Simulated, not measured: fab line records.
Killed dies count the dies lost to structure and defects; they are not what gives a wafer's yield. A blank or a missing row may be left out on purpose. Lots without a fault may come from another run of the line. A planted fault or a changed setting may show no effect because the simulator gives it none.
fab line records	flow n5_finfet
record: lots: 6	wafers: 16	last_day: 17
route steps=1938 shown BEOL_M0_SAQP@683 BEOL_M4@1111 PASSIVATION@1936
lots with no fault: from the same line, run without faults
start_h: the number of hours between the record's first day and the start of the first shown wafer of the lot	wait_h: hours elapsed since this lot's preceding step	" repeats the value in the row above	L1.1+2: a row that stands for several wafers	- no value present, or no start provided	* or withheld: withheld	< > ~ a bound
route shown NAME@n: a module of which the file shows steps, and the number in the route of the first	usual: mean/standard deviation of fault-free wafers	same: alike in all rows	chamber/n: place in a boat	sites: readings site by site	_std_site: standard deviation across them	_edge_site: mean of outer sites minus mean of inner sites	radius_mm: for every site, how far away it sits from the centre of the wafer	mask NAME#n: copy n	behind: tool/chamber where the wafer was last shaped	hold: why the lot went on hold/how many hours it stayed there/how the hold came to an end	device: names the non-switching transistor (n, p or np)	end of line: the route-end tests of the same wafers	a step given without rows: its recipe and nothing more	killed: the dies lost at the first sort to structure and to defects; this is not the yield of the wafer	map: a wafer's dies, marking killed ones x, the rest . and places with no die _
set.NAME: the setting as run; set.NAME@STEP: as run at that earlier step	model.NAME: the simulator's own value behind a step, which no gauge read
lots seen at some steps along the route; tables by step, rows by wafer
services: from which hour (start_h, from the record's first day; less than 0 if before it) a tool's chamber was out of use, for how many hours, and why
== steps ==
step: N5_BEOL_M0_SAQP_COAT_34
recipe: resist: CAR-EUV	spin_rpm: 1500	resist_thk_nm: 30
step: N5_BEOL_M0_SAQP_EBR_36
recipe: solvent: PGMEA	ebr_width_mm: 1.5
step: N5_BEOL_M0_SAQP_SOFTBAKE_35
recipe: temp_c: 110	time_s: 60	resist: CAR-EUV
step: N5_BEOL_M0_SAQP_EXPOSE_37
recipe: mask_id: M0_CUT1	na: 0.33	source_shape: annular	sigma_inner: 0.35	sigma_outer: 0.8	polarization: unpolarized	target_cd_nm: 30	dose_mj: 44.75
step: N5_BEOL_M0_SAQP_PEB_38
recipe: peb_temp_c: 100	peb_time_s: 60	resist: CAR-EUV
step: N5_BEOL_M0_SAQP_DEVELOP_39
recipe: develop_time_s: 30	developer: TMAH	resist: CAR-EUV	rinse_liquid: surfactant_rinse	dry: air_spin	dev_temp_c: 23
step: N5_BEOL_M0_SAQP_CD_MEAS_40
recipe: target_cd_nm: 30	landing_energy_ev: 500	detector: se_inlens
usual: cd_nm: 29.94/0.25
lot.wafer	tool	chamber	start_h	wait_h	cd_nm
L453.1	cd_sem-02	0	136.15	-	30.04
L453.4	"	0	"	"	29.79
L453.5	"	0	"	"	30.04
L454.2	cd_sem-02	0	140.37	-	29.77
L454.3	"	0	"	"	29.74
L454.5	"	0	"	"	29.63
L458.1	cd_sem-02	0	165.37	-	30.47
L458.5	"	0	"	"	29.99
L459.4	cd_sem-03	0	171.04	-	30.20
L459.5	"	0	"	"	30.12
L466.2	cd_sem-03	0	213.04	-	29.66
L466.3	"	0	"	"	30.14
L466.6	"	0	"	"	30.05
L470.1	cd_sem-01	0	245.82	-	29.95
L470.2	"	0	"	"	29.89
L470.4	"	0	"	"	30.19
step: N5_BEOL_M0_SAQP_OVL_MEAS_41
recipe: points_per_wafer: 522
usual: M0_CUT1_OVL: 0.3/0.75
lot.wafer	tool	chamber	start_h	wait_h	M0_CUT1_OVL[nm]
L453.1	overlay-01	0	136.18	0.0	0.4
L453.4	"	0	"	"	-0.9
L453.5	"	0	"	"	-0.1
L454.2	overlay-01	0	140.40	0.0	1.2
L454.3	"	0	"	"	1.4
L454.5	"	0	"	"	1.1
L458.1	overlay-02	0	165.40	0.0	0.8
L458.5	"	0	"	"	-0.7
L459.4	overlay-01	0	171.08	0.0	1.5
L459.5	"	0	"	"	0.7
L466.2	overlay-01	0	213.08	0.0	-1.1
L466.3	"	0	"	"	-0.5
L466.6	"	0	"	"	-0.7
L470.1	overlay-01	0	245.85	0.0	0.0
L470.2	"	0	"	"	0.1
L470.4	"	0	"	"	-0.2
step: N5_BEOL_M0_SAQP_INSPECT_42
recipe: mode: adi	inspect_instrument: brightfield
usual: raw_defect_count: 288/81
lot.wafer	tool	chamber	start_h	wait_h	raw_defect_count
L453.1	defect_inspect-02	-	136.24	0.1	273
L453.4	"	-	"	"	245
L453.5	"	-	"	"	255
L454.2	defect_inspect-02	-	140.46	0.0	188
L454.3	"	-	"	"	188
L454.5	"	-	"	"	260
L458.1	defect_inspect-02	-	165.46	0.1	323
L458.5	"	-	"	"	356
L459.4	defect_inspect-02	-	171.13	0.0	233
L459.5	"	-	"	"	318
L466.2	defect_inspect-01	-	213.13	0.0	423
L466.3	"	-	"	"	370
L466.6	"	-	"	"	462
L470.1	defect_inspect-01	-	245.91	0.1	232
L470.2	"	-	"	"	350
L470.4	"	-	"	"	353
step: N5_BEOL_M0_SAQP_DESCUM_45
recipe: chemistry: O2	time_s: 7	source_power_w: 50	bias_power_w: 20	pressure_mtorr: 20	rf_frequency_hz: 2.712e+07	temp_c: 40	resist: CAR-EUV	o2_flow_sccm: 225
usual: drypump_motor_current_A: 5.50/0.26	oes_product_au: 0.77/0.087	rf_vpp_V: 243.3/1.3	showerhead_plenum_p_Torr: 2.11/0.067	throttle_valve_pct: 20.48/0.25
lot.wafer	tool	chamber	start_h	wait_h	drypump_motor_current_A	oes_product_au	rf_hours_counter_h	rf_vpp_V	showerhead_plenum_p_Torr	throttle_valve_pct
L453.1	rie_diel-01	2	136.27	0.0	5.73	0.69	220	243.3	2.16	20.86
L453.4	"	0	"	"	5.42	0.78	139	241.8	2.02	20.55
L453.5	"	2	"	"	5.73	0.69	-	243.6	2.16	20.85
L454.2	rie_diel-06	2	140.49	0.0	5.44	0.74	167	244.3	2.18	20.24
L454.3	"	3	"	"	5.89	0.87	56	244.7	2.23	20.09
L454.5	"	0	"	"	5.79	0.71	-	243.7	2.06	20.53
L458.1	rie_diel-01	1	165.51	0.0	5.49	0.70	249	243.1	2.16	20.41
L458.5	"	1	"	"	5.50	0.69	-	244.6	2.16	20.39
L459.4	rie_diel-01	3	171.18	0.0	5.14	0.85	-	243.6	2.13	20.66
L459.5	"	2	"	"	5.73	0.68	-	243.2	2.15	20.88
L466.2	rie_diel-02	2	213.16	0.0	5.81	0.83	87	244.5	2.12	20.02
L466.3	"	3	"	"	5.34	0.75	166	242.0	2.00	20.48
L466.6	"	2	"	"	5.83	0.82	-	244.5	2.12	20.01
L470.1	rie_diel-06	3	245.94	0.0	5.90	0.83	87	245.7	2.22	20.14
L470.2	"	2	"	"	5.41	0.72	199	243.7	2.17	20.28
L470.4	"	1	"	"	5.31	0.67	235	242.4	2.06	20.61
step: N5_BEOL_M0_SAQP_ETCH_88
recipe: chemistry: N2/H2	target: underlayer	target_depth_a: 65	time_s: 5.2	ion_energy_ev: 200	mask_material: CAR-EUV	pressure_mtorr: 30	source_w: 840	bias_w: 150	n2_flow_sccm: 200	h2_flow_sccm: 200	ends: cleared
usual: drypump_motor_current_A: 5.51/0.26	etch_rf_on_time_s: 5.23/0.12	oes_product_au: 0.66/0.073	rf_vpp_V: 524.4/2.6	showerhead_plenum_p_Torr: 2.55/0.077	throttle_valve_pct: 17.84/0.27
lot.wafer	tool	chamber	start_h	wait_h	drypump_motor_current_A	etch_rf_on_time_s	oes_product_au	rf_hours_counter_h	rf_vpp_V	showerhead_plenum_p_Torr	throttle_valve_pct
L453.1	rie_diel-01	2	136.31	0.0	5.76	5.36	0.58	220	527.2	2.61	18.19
L453.4	"	0	"	"	5.42	5.25	0.66	139	522.3	2.44	17.87
L453.5	"	2	"	"	5.72	5.31	0.59	-	526.9	2.61	18.24
L454.2	rie_diel-06	2	140.52	0.0	5.47	5.05	0.63	167	527.9	2.65	17.81
L454.3	"	3	"	"	5.90	5.12	0.75	56	527.0	2.69	17.37
L454.5	"	0	"	"	5.81	5.27	0.61	-	524.1	2.52	18.07
L458.1	rie_diel-01	1	165.54	0.0	5.49	5.21	0.59	249	525.0	2.61	17.77
L458.5	"	1	"	"	5.50	5.18	0.60	-	525.0	2.61	17.77
L459.4	rie_diel-01	3	171.20	0.0	5.20	5.46	0.72	-	527.0	2.57	17.85
L459.5	"	2	"	"	5.77	5.34	0.58	-	527.2	2.60	18.22
L466.2	rie_diel-02	2	213.20	0.0	5.84	5.32	0.70	87	523.9	2.57	17.32
L466.3	"	3	"	"	5.32	5.33	0.63	166	521.3	2.43	17.85
L466.6	"	2	"	"	5.82	5.30	0.70	-	525.1	2.57	17.33
L470.1	rie_diel-06	3	245.98	0.0	5.93	5.08	0.72	87	525.7	2.67	17.41
L470.2	"	2	"	"	5.41	5.08	0.61	199	527.5	2.64	17.88
L470.4	"	1	"	"	5.30	5.20	0.59	235	523.0	2.50	18.01
step: N5_BEOL_M0_SAQP_ETCH_73
recipe: chemistry: CF4	target: SiARC	target_depth_a: 195	mask_material: CAR-EUV	time_s: 32.5	ion_energy_ev: 80	pressure_mtorr: 40	source_w: 545	bias_w: 36	Ar_flow_sccm: 100	cf4_flow_sccm: 100	ends: cleared
usual: drypump_motor_current_A: 5.50/0.26	etch_rf_on_time_s: 32.6/0.66	oes_product_au: 0.66/0.074	rf_vpp_V: 184.2/1.1	showerhead_plenum_p_Torr: 2.15/0.064	throttle_valve_pct: 15.63/0.29
lot.wafer	tool	chamber	start_h	wait_h	drypump_motor_current_A	etch_rf_on_time_s	oes_product_au	rf_hours_counter_h	rf_vpp_V	showerhead_plenum_p_Torr	throttle_valve_pct
L453.1	rie_diel-01	2	136.32	0.0	5.76	33.4	0.59	220	185.8	2.21	16.13
L453.4	"	0	"	"	5.43	32.1	0.67	139	182.6	2.06	15.63
L453.5	"	2	"	"	5.76	33.4	0.58	-	185.4	2.21	16.13
L454.2	rie_diel-06	2	140.54	0.0	5.41	31.3	0.64	167	183.7	2.22	15.44
L454.3	"	3	"	"	5.90	31.9	0.75	56	186.0	2.26	15.20
L454.5	"	0	"	"	5.77	33.0	0.60	-	184.1	2.14	15.92
L458.1	rie_diel-01	1	165.56	0.0	5.44	32.3	0.60	249	184.5	2.19	15.56
L458.5	"	1	"	"	5.48	32.3	0.59	-	185.8	2.19	15.57
L459.4	rie_diel-01	3	171.23	0.0	5.16	33.3	0.73	-	184.5	2.17	15.74
L459.5	"	2	"	"	5.75	33.4	0.58	-	185.2	2.21	16.14
L466.2	rie_diel-02	2	213.21	0.0	5.84	33.2	0.70	87	186.3	2.15	15.15
L466.3	"	3	"	"	5.33	32.9	0.65	166	182.7	2.04	15.62
L466.6	"	2	"	"	5.84	33.3	0.70	-	185.5	2.15	15.17
L470.1	rie_diel-06	3	245.99	0.0	5.90	32.4	0.71	87	185.1	2.25	15.27
L470.2	"	2	"	"	5.44	31.4	0.62	199	184.5	2.21	15.49
L470.4	"	1	"	"	5.33	32.8	0.57	235	183.8	2.11	15.79
step: N5_BEOL_M0_SAQP_CUT_ETCH_46
recipe: chemistry: N2/H2	target: SOC	target_depth_a: 1350	overetch_a: 270	temp_c: 40	time_s: 202.5	ion_energy_ev: 200	mask_material: SiARC	pressure_mtorr: 30	source_w: 840	bias_w: 150	n2_flow_sccm: 200	h2_flow_sccm: 200
usual: drypump_motor_current_A: 5.51/0.26	rf_vpp_V: 524.2/2.2	showerhead_plenum_p_Torr: 2.55/0.077	throttle_valve_pct: 17.80/0.27
lot.wafer	tool	chamber	start_h	wait_h	drypump_motor_current_A	rf_hours_counter_h	rf_vpp_V	showerhead_plenum_p_Torr	throttle_valve_pct	model.SiARC_of_BEOL_M0_SAQP_COAT_72.thk_nm	model.BEOL_M0_SAQP.cd_nm
L453.1	rie_diel-01	2	136.36	0.0	5.75	220	525.2	2.61	18.18	5.2	29.8
L453.4	"	0	"	"	5.43	139	521.8	2.44	17.83	5.2	29.8
L453.5	"	2	"	"	5.72	-	526.6	2.61	18.19	5	30.2
L454.2	rie_diel-06	2	140.57	0.0	5.48	167	526.3	2.65	17.78	5	29.8
L454.3	"	3	"	"	5.89	56	528.7	2.69	17.35	4.6	29.8
L454.5	"	0	"	"	5.76	-	522.7	2.52	18.03	5.2	29.6
L458.1	rie_diel-01	1	165.59	0.0	5.48	249	524.0	2.61	17.74	2.4	30.8
L458.5	"	1	"	"	5.51	-	524.5	2.61	17.75	4.8	30
L459.4	rie_diel-01	3	171.32	0.1	5.16	-	525.4	2.57	17.81	3	30.6
L459.5	"	2	"	"	5.75	-	527.2	2.60	18.19	4.8	30
L466.2	rie_diel-02	2	213.25	0.0	5.85	87	525.8	2.57	17.30	4.8	29.8
L466.3	"	3	"	"	5.34	166	520.8	2.43	17.84	5.2	29.6
L466.6	"	2	"	"	5.83	-	525.3	2.57	17.31	4.8	30.2
L470.1	rie_diel-06	3	246.03	0.0	5.90	87	527.2	2.67	17.37	4.8	30.2
L470.2	"	2	"	"	5.45	199	525.3	2.64	17.84	5	30.2
L470.4	"	1	"	"	5.32	235	522.3	2.50	17.98	4.8	29.6
step: N5_BEOL_M0_SAQP_STRIP_74
recipe: chemistry: N2/H2	temp_c: 40	n2_flow_sccm: 200	h2_flow_sccm: 200	rf_frequency_hz: 6e+07
step: N5_BEOL_M0_SAQP_STRIP_89
recipe: chemistry: N2/H2	temp_c: 40	n2_flow_sccm: 200	h2_flow_sccm: 200	rf_frequency_hz: 6e+07
step: N5_BEOL_M0_SAQP_ALD_48
recipe: material: SiO2	target_thk_a: 200	temp_c: 100	ald_precursor_family: BDEAS	ald_co_reactant: O2-plasma	pulse_time_s: 1	co_reactant_pulse_time_s: 1	purge_time_s: 2	co_reactant_purge_time_s: 2	ald_cycles: 139	pressure_torr: 2
usual: heater_power_w: 79/9.2	precursor_pulse_height_rel: 0.998/0.02
lot.wafer	tool	chamber	start_h	wait_h	heater_power_w	precursor_pulse_height_rel
L453.1	ald_sin-02	0	136.56	0.0	69	0.980
L453.4	"	2	"	"	80	1.026
L453.5	"	2	"	"	79	1.001
L454.2	ald_sin-03	1	140.77	0.0	84	0.999
L454.3	"	2	"	"	81	0.991
L454.5	"	2	"	"	80	0.986
L458.1	ald_sin-03	1	165.85	0.1	84	0.982
L458.5	"	1	"	"	84	0.994
L459.4	ald_sin-02	1	171.44	0.0	88	0.948
L459.5	"	3	"	"	65	1.002
L466.2	ald_sin-03	1	213.73	0.3	83	0.958
L466.3	"	2	"	"	80	1.013
L466.6	"	1	"	"	84	1.006
L470.1	ald_sin-02	0	246.23	0.0	66	0.997
L470.2	"	3	"	"	68	0.983
L470.4	"	2	"	"	83	0.968
step: N5_BEOL_M0_SAQP_ETCH_49
recipe: chemistry: CF4/O2	target_depth_a: 370	target: SiO2	pressure_mtorr: 40	source_w: 535	bias_w: 49	Ar_flow_sccm: 100	cf4_flow_sccm: 100	O2_flow_sccm: 10	ion_energy_ev: 100
usual: drypump_motor_current_A: 5.51/0.26	oes_product_au: 0.78/0.081	rf_vpp_V: 241/5.3	showerhead_plenum_p_Torr: 2.21/0.066	throttle_valve_pct: 15.82/0.28
lot.wafer	tool	chamber	start_h	wait_h	drypump_motor_current_A	oes_product_au	rf_hours_counter_h	rf_vpp_V	showerhead_plenum_p_Torr	throttle_valve_pct	model.BEOL_M0_SAQP.cd_nm
L453.1	rie_diel-01	3	137.09	0.3	5.13	0.87	41	239	2.24	15.97	29.8
L453.4	"	1	"	"	5.48	0.70	240	241	2.26	15.78	29.8
L453.5	"	2	"	"	5.71	0.68	-	245	2.28	16.35	30.2
L454.2	rie_diel-06	3	141.30	0.3	5.88	0.89	56	243	2.33	15.45	29.8
L454.3	"	2	"	"	5.41	0.75	167	231	2.29	15.68	30
L454.5	"	2	"	"	5.46	0.75	-	231	2.29	15.69	29.6
L458.1	rie_diel-06	2	166.38	0.3	5.39	0.74	175	232	2.28	15.69	30.8
L458.5	"	1	"	"	5.28	0.69	-	244	2.18	15.98	30
L459.4	rie_diel-06	3	171.97	0.3	5.90	0.86	65	242	2.33	15.45	30.6
L459.5	"	2	"	"	5.41	0.74	-	233	2.28	15.68	30
L466.2	rie_diel-06	2	214.34	0.4	5.43	0.74	189	231	2.28	15.73	29.8
L466.3	"	3	"	"	5.87	0.85	77	244	2.32	15.49	29.8
L466.6	"	0	"	"	5.76	0.69	-	237	2.19	16.17	30.2
L470.1	rie_diel-01	1	246.80	0.3	5.50	0.93	20	241	2.25	15.34	30.4
L470.2	"	3	"	"	5.16	0.84	75	240	2.23	16.03	30.2
L470.4	"	1	"	"	5.49	0.96	-	241	2.25	15.35	29.8
step: N5_BEOL_M0_SAQP_STRIP_75
recipe: chemistry: CF4	resist: SiARC	power_w: 300	bias_power_w: 75	pressure_mtorr: 50	cf4_flow_sccm: 150	rf_frequency_hz: 6e+07
usual: drypump_motor_current_A: 5.51/0.26	oes_product_au: 0.180/0.018	rf_vpp_V: 271.2/1.5	showerhead_plenum_p_Torr: 1.80/0.05	throttle_valve_pct: 13.56/0.29
lot.wafer	tool	chamber	start_h	wait_h	drypump_motor_current_A	oes_product_au	rf_hours_counter_h	rf_vpp_V	showerhead_plenum_p_Torr	throttle_valve_pct
L453.1	rie_diel-01	3	137.19	0.1	5.16	0.200	41	271.6	1.81	13.61
L453.4	"	1	"	"	5.48	0.164	240	271.3	1.84	13.56
L453.5	"	2	"	"	5.76	0.155	-	272.8	1.85	14.10
L454.2	rie_diel-06	3	141.40	0.1	5.89	0.203	56	273.4	1.88	13.12
L454.3	"	2	"	"	5.45	0.167	167	272.8	1.87	13.48
L454.5	"	2	"	"	5.45	0.170	-	271.7	1.87	13.48
L458.1	rie_diel-06	2	166.48	0.1	5.39	0.174	175	272.2	1.87	13.50
L458.5	"	1	"	"	5.31	0.161	-	270.7	1.78	13.76
L459.4	rie_diel-06	3	172.07	0.1	5.89	0.197	65	274.4	1.88	13.13
L459.5	"	2	"	"	5.43	0.171	-	272.5	1.87	13.50
L466.2	rie_diel-06	2	214.44	0.1	5.39	0.168	189	272.7	1.86	13.52
L466.3	"	3	"	"	5.88	0.200	77	272.8	1.87	13.17
L466.6	"	0	"	"	5.80	0.161	-	269.7	1.79	13.95
L470.1	rie_diel-01	1	246.90	0.1	5.49	0.214	20	273.0	1.83	13.06
L470.2	"	3	"	"	5.17	0.187	75	271.1	1.80	13.70
L470.4	"	1	"	"	5.48	0.215	-	273.0	1.83	13.07
step: N5_BEOL_M4_RC_MEAS_101
usual: DIBL_N: 36.6/1.7	DIBL_P: 36.7/2	IOFF_N: 0.16/0.033	IOFF_P: 0.22/0.04	ION_N: 673/12	ION_P: 463/7.9	SS_N: 71.7/0.58	SS_P: 73.3/0.64	VT_N: 249/3.3	VT_P: -249/3.1
lot.wafer	tool	chamber	start_h	wait_h	DIBL_N[mV/V]	DIBL_P[mV/V]	IOFF_N[nA/um]	IOFF_P[nA/um]	ION_N[uA/um]	ION_P[uA/um]	SS_N[mV/dec]	SS_P[mV/dec]	VT_N[mV]	VT_P[mV]
L453.1	prober-01	0	189.01	0.0	37.8	37.5	0.17	0.24	658	459	72.2	73.4	250	-247
L453.4	"	0	"	"	38.1	37.7	0.17	0.23	670	458	72.3	74.0	250	-248
L453.5	"	0	"	"	35.1	34.0	0.13	0.18	658	453	72.0	72.6	252	-252
L454.2	prober-01	0	192.03	0.2	36.8	37.6	0.17	0.22	698	472	72.0	73.5	248	-249
L454.3	"	0	"	"	32.6	32.0	0.10	0.15	653	455	70.7	72.0	254	-252
L454.5	"	0	"	"	35.9	35.8	0.16	0.20	688	472	71.5	71.9	248	-250
L458.1	prober-01	0	213.78	0.0	32.9	35.2	0.12	0.18	658	458	70.9	73.3	251	-254
L458.5	"	0	"	"	36.7	39.3	0.18	0.25	673	462	72.2	74.3	248	-250
L459.4	prober-02	0	219.54	0.5	39.5	39.7	0.24	0.32	670	468	72.3	73.6	247	-243
L459.5	"	0	"	"	38.8	40.1	0.22	0.33	690	479	72.0	74.7	246	-242
L466.2	prober-02	0	279.39	0.2	39.2	40.0	0.22	0.30	682	471	72.0	73.8	243	-247
L466.3	"	0	"	"	37.0	37.4	0.18	0.24	672	460	72.1	73.4	249	-247
L466.6	"	0	"	"	37.1	36.5	0.17	0.24	679	464	71.9	73.1	246	-247
L470.1	prober-02	0	311.65	0.0	39.1	38.5	0.20	0.29	677	474	72.7	73.8	249	-244
L470.2	"	0	"	"	36.7	36.4	0.16	0.26	685	479	71.5	73.4	248	-242
L470.4	"	0	"	"	36.7	35.6	0.16	0.25	680	469	71.8	73.6	248	-247
step: N5_PASSIVATION_PROBE_49
usual: defect_limited_yield: 91.1/1.4	killed_at_M0_to_M3: 34/11	killed_at_M4_up: 14/5.7	killed_at_contacts: 14/6.9	killed_at_front_end: 40/11	killed_at_other: 4/3.1	killed_dies: 105/17	killed_on_rim: 14/4.1	killed_open: 70/13	killed_short: 34/7.6	sort_bin_5_function: 5.3/0.95	sort_bin_6_memory: 3.3/0.64	sort_n_pass: 1075/17	sort_yield_pct: 91.1/1.4
same: gross_dies: 1180	killed_at_back_side: 0	sort_bin_4_leakage[%]: 0	sort_bin_8_speed[%]: 0
lot.wafer	tool	chamber	start_h	wait_h	defect_limited_yield[%]	killed_at_M0_to_M3	killed_at_M4_up	killed_at_contacts	killed_at_front_end	killed_at_other	killed_dies	killed_on_rim	killed_open	killed_short	sort_bin_5_function[%]	sort_bin_6_memory[%]	sort_n_pass	sort_yield_pct[%]
L453.1	prober-02	-	298.54	0.0	93.0	15	7	11	40	10	83	14	48	35	3.6	3.3	1097	93.0
L453.4	prober-02	-	298.69	0.2	92.8	22	13	9	31	10	85	16	50	33	4.4	2.0	1095	92.8
L453.5	prober-02	-	298.74	0.2	93.2	18	10	4	41	7	80	11	40	38	3.6	2.6	1100	93.2
L459.4	prober-01	-	329.32	0.2	92.7	24	14	16	29	3	86	11	60	25	3.6	3.5	1094	92.7
L459.5	prober-01	-	329.37	0.2	92.9	35	6	16	26	1	84	4	60	22	3.4	3.5	1096	92.9
L458.1	prober-02	-	331.57	0.0	91.2	38	11	23	28	4	104	22	79	25	5.6	3.0	1076	91.2
L458.5	prober-02	-	331.77	0.2	91.7	37	19	16	24	2	98	15	73	24	5.1	3.2	1082	91.7
killed by level:class
L453.1 FIN_SAQP:geometric_particle:open=16 FIN_SAQP:geometric_particle:short=9 MOL_CONTACT_COAG:geometric_particle:open=7 BEOL_M0_SAQP:geometric_particle:open=5 MOL_CONTACT_COAG:geometric_particle:short=4 STARTING-WAFER:geometric_particle:open=4 STI_FIN_REVEAL:geometric_particle:open=3 BEOL_M0_SAQP:geometric_particle:short=3
L453.4 BEOL_M0_SAQP:geometric_particle:open=7 FIN_SAQP:geometric_particle:short=6 MOL_CONTACT_COAG:geometric_particle:open=6 FIN_SAQP:geometric_particle:open=5 STI_FIN_REVEAL:geometric_particle:open=5 MOL_CONTACT_COAG:geometric_particle:short=3 BEOL_M0_SAQP:geometric_particle:short=3 BEOL_M8:geometric_particle:open=3
L453.5 FIN_SAQP:geometric_particle:short=16 FIN_SAQP:geometric_particle:open=12 BEOL_M3:geometric_particle:open=4 BEOL_M0_SAQP:geometric_particle:short=4 MOL_CONTACT_COAG:geometric_particle:short=3 BEOL_M0:geometric_particle:open=3 BEOL_M1:geometric_particle:open=3 MIM_TOP_ETCH:geometric_particle:open=3
L459.4 STI_FIN_REVEAL:geometric_particle:open=10 MOL_CONTACT_COAG:geometric_particle:open=10 MOL_CONTACT_COAG:geometric_particle:short=6 BEOL_M2:geometric_particle:open=6 BEOL_M0_SAQP:geometric_particle:short=5 BEOL_M3:geometric_particle:open=5 FIN_SAQP:geometric_particle:open=4 GATE_CUT:geometric_particle:open=3
L459.5 MOL_CONTACT_COAG:geometric_particle:open=12 STI_FIN_REVEAL:geometric_particle:open=10 BEOL_M2:geometric_particle:open=9 BEOL_M3:geometric_particle:open=9 BEOL_M0_SAQP:geometric_particle:short=5 BEOL_M0:geometric_particle:open=5 MOL_CONTACT_COAG:geometric_particle:short=4 GATE_CUT:geometric_particle:short=3
L458.1 MOL_CONTACT_COAG:geometric_particle:open=20 BEOL_M2:geometric_particle:open=12 BEOL_M0_SAQP:geometric_particle:short=9 FIN_SAQP:geometric_particle:open=6 BEOL_M1:geometric_particle:open=6 STI_FIN_REVEAL:geometric_particle:open=5 BEOL_M0_SAQP:geometric_particle:open=5 STARTING-WAFER:geometric_particle:short=3
L458.5 MOL_CONTACT_COAG:geometric_particle:open=14 BEOL_M4:geometric_particle:open=10 BEOL_M1:geometric_particle:open=9 BEOL_M2:geometric_particle:open=8 BEOL_M0_SAQP:geometric_particle:short=6 BEOL_M3:geometric_particle:open=5 STARTING-WAFER:geometric_particle:open=4 FIN_SAQP:geometric_particle:open=3
== services ==
tool	chamber	start_h	hours	kind
rie_diel-06	2	125.43	12.1	repair
ald_sin-03	2	129.97	7.7	repair
rie_diel-02	3	142.67	1.8	repair
rie_diel-01	2	164.28	2.8	repair
rie_diel-01	1	168.11	-	clean
rie_diel-01	1	168.11	-	consumable_replace:focus_ring
rie_diel-01	1	168.11	13.9	scheduled_down
rie_diel-01	1	168.11	13.9	vent_cycle
ald_sin-02	-	176.75	14.0	pm
ald_sin-02	0	176.75	14.0	vent_cycle
ald_sin-02	1	176.75	14.0	vent_cycle
ald_sin-02	2	176.75	14.0	vent_cycle
ald_sin-02	3	176.75	14.0	vent_cycle
ald_sin-02	1	224.96	5.9	repair
rie_diel-02	0	233.89	-	clean
rie_diel-02	0	233.89	-	consumable_replace:focus_ring
rie_diel-02	0	233.89	14.9	scheduled_down
rie_diel-02	0	233.89	14.9	vent_cycle
rie_diel-01	2	235.33	5.0	repair
rie_diel-01	2	242.52	-	clean
rie_diel-01	2	242.52	-	consumable_replace:focus_ring
rie_diel-01	2	242.52	17.4	scheduled_down
rie_diel-01	2	242.52	17.4	vent_cycle
rie_diel-02	1	243.32	8.0	repair
== key ==
first_sign none at tools or gauges
model_effect: step: N5_BEOL_M0_SAQP_CUT_ETCH_46	value: SiARC_of_BEOL_M0_SAQP_COAT_72.thk_nm	without: 5.1	struck: 2.7
model_effect: step: N5_BEOL_M0_SAQP_ETCH_49	value: BEOL_M0_SAQP.cd_nm	without: 29.7	struck: 30.7
met_at N5_BEOL_M0_SAQP_CUT_ETCH_46
struck_wafers L458.1,L459.4
onset_between 136.36 165.59
fault: kind: process_parameter_drift	tool: rie_diel-01	chamber: -	onset_h: 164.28	steps: N5_BEOL_M0_SAQP_CUT_ETCH_46	channel: time_s	offset: *	shape: step	end_h: 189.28	scope: struck_wafers_only	acts_in: *	stated: *
